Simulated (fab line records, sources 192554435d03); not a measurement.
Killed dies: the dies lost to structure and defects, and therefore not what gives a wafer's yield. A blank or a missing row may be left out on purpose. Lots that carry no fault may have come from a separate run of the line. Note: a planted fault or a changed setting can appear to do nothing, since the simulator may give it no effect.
Split-lot study | flow n5-finfet | route with 1938 steps; 7 lots, 21 wafers read

THE SPLIT ITSELF
At N5_FIN_CUT_ETCH_21 (etches SOC in N2/H2, target depth 219 nm, overetch 43.8 nm, time 523.5 s), the setting time-s was moved away from the recipe's 523.5 s on 5 of the 21 wafers read, by -21.8% to +21.5%. This setting was run at the recipe's value on the other wafers.

The split's own step is where the reading is taken.

THE READING
SiARC_of_FIN_CUT_COAT_19.thk-nm (the simulator's own value, which no gauge read), in nm, at N5_FIN_CUT_ETCH_21 (etches SOC in N2/H2, target depth 219 nm, overetch 43.8 nm, time 523.5 s). The file gives no usual value for it. Average 11.9 nm, standard deviation 0.2 nm, over the 16 wafers here run with the recipe.

wafer  | tool, chamber at the split | time-s as run, s | against the recipe | SiARC_of_FIN_CUT_COAT_19.thk-nm, nm | against lot-mates on the recipe
L076.3 | rie-diel-03, 0             | 523.5            | recipe             | 11.8                                | -
L076.6 | rie-diel-03, 0             | 523.5            | recipe             | 11.8                                | -
L076.4 | rie-diel-03, 2             | 523.5            | recipe             | 12                                  | -
L090.1 | rie-diel-04, 0             | 523.5            | recipe             | 11.6                                | -
L090.2 | rie-diel-04, 1             | 636.2            | +21.5%             | 10.2                                | -1.4
L090.3 | rie-diel-04, 2             | 636.2            | +21.5%             | 10                                  | -1.6
L091.1 | rie-diel-04, 3             | 411.8            | -21.3%             | 13.6                                | +2.0
L091.3 | rie-diel-04, 0             | 523.5            | recipe             | 11.6                                | -
L091.6 | rie-diel-04, 0             | 411.8            | -21.3%             | 13.4                                | +1.8
L092.1 | rie-diel-04, 2             | 523.5            | recipe             | 11.8                                | -
L092.5 | rie-diel-04, 2             | 523.5            | recipe             | 11.6                                | -
L092.6 | rie-diel-04, 1             | 523.5            | recipe             | 12                                  | -
L094.2 | rie-diel-05, 3,2,0         | 523.5            | recipe             | 12                                  | -
L094.3 | rie-diel-05, 3,2,0         | 523.5            | recipe             | 12                                  | -
L094.6 | rie-diel-05, 3,2,0         | 523.5            | recipe             | 12                                  | -
L095.4 | rie-diel-05, 0             | 523.5            | recipe             | 11.8                                | -
L095.6 | rie-diel-05, 0             | 523.5            | recipe             | 11.8                                | -
L095.5 | rie-diel-05, 1             | 523.5            | recipe             | 12.4                                | -
L096.1 | rie-diel-05, 2             | 523.5            | recipe             | 12                                  | -
L096.3 | rie-diel-05, 1             | 409.5            | -21.8%             | 14                                  | +2.1
L096.4 | rie-diel-05, 3             | 523.5            | recipe             | 11.8                                | -
Where a row lists several chambers, the file gives one row for several wafers and doesn't say which wafer went through which chamber.

THE FIT
A straight line over all 21 wafers: SiARC_of_FIN_CUT_COAT_19.thk-nm changes by -0.0831 nm for each +1% of time-s; r = -0.98; the points scatter about the line by 0.21 nm.
The same after taking each lot's own level away (the mean of its wafers on the recipe; 21 wafers): -0.0823 nm for each +1%; r = -0.98; scatter 0.18 nm.
The reading moves by 1.8 nm for the largest change in time-s, on that fit.
Measured against the standard deviation above, the lots' own levels, which go from 11.60 to 12.00 nm, span 2.0 times it.
The two slopes agree, so the slope changes little with the lot-to-lot level.
Check: for one of the wafers moved furthest among these (-21.8%), held out of the fit, the line's prediction against its lot-mates is +1.77 nm. It came out at +2.1 nm against them.

ADDITIONAL SPLITS CARRIED BY THESE WAFERS
Before the reading, these wafers also passed through other splits. Each is held against what the fit with the lots' levels taken away leaves over:
other split on the same wafers           | wafers away from the commonest value | r with SiARC_of_FIN_CUT_COAT_19.thk-nm (lot level and that fit taken away)
N5_WELL_APT_EXPOSE_05 dose-mj            | 5                                    | -0.23
N5_WELL_APT_DEVELOP_07 develop-time-s    | 6                                    | -0.02
N5_PMOS_HMC_CHANNEL_EPI_HM_DEP_34 time-s | 5                                    | -0.16
N5_PMOS_HMC_CHANNEL_EPI_COAT_31 temp-c   | 13                                   | -0.02
N5_FIN_SAQP_EXPOSE_13 dose-mj            | 6                                    | -0.28

FILE'S OWN FIT
SiARC_of_FIN_CUT_COAT_19.thk-nm changes by -0.0851 nm for each +1% of time-s, r = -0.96.
